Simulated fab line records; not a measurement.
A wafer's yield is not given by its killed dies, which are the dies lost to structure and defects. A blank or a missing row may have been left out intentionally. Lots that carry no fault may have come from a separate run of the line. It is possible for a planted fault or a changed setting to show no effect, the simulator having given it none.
What tool caused it? :: flow nand_harc :: 7 lots, 21 wafers sampled, at 1 step of a route of 1302

== WHAT EACH GAUGE READ, for each wafer ==
NHARC_A_M1_CD_MEAS_16.
lot: L520
measured: day 23 21:53
on: cd_sem-02
cd_nm (nm): 119.6 119.9 119.3

lot: L529
measured: day 27 10:04
on: cd_sem-01
cd_nm (nm): 121.4 121.5 120.1

lot: L531
measured: day 27 16:40
on: cd_sem-02
cd_nm (nm): 118.9 119.4 118.9

lot: L536
measured: day 30 11:01
on: cd_sem-01
cd_nm (nm): 118.7 119.6 119.4

lot: L537
measured: day 30 20:13
on: cd_sem-02
cd_nm (nm): 120.3 119.8 119.8

lot: L541
measured: day 32 03:42
on: cd_sem-03
cd_nm (nm): 119.3 119.3 119.6

lot: L542
measured: day 33 03:31
on: cd_sem-03
cd_nm (nm): 120.4 121.2 119.8

== WHICH TOOL RAN EACH LOT (tool, then ch and the chambers of the sampled wafers, then the start) ==
The record holds no process step before these readings.

== THE ANSWER, worked out from the rows above alone ==
Rule: the usual values come from the lots themselves. Put in order of their means at a reading, lots are off if they are a third of the lots or fewer, leave a main group of 4 or more, and stand apart from it by a gap of 3 or more times the standard deviation of the main group's means; of several such gaps the widest counts. A main group whose means are all the same, to the digits that the tables above print for the reading, isn't used. Also off: a lot with no number at a reading for which 4 or more lots have one. The other lots that the step has rows for count as sound.
No lot is off on any of the readings shown, so nothing can be concluded from this.

== WHAT THE SIMULATOR HAD PUT IN ==
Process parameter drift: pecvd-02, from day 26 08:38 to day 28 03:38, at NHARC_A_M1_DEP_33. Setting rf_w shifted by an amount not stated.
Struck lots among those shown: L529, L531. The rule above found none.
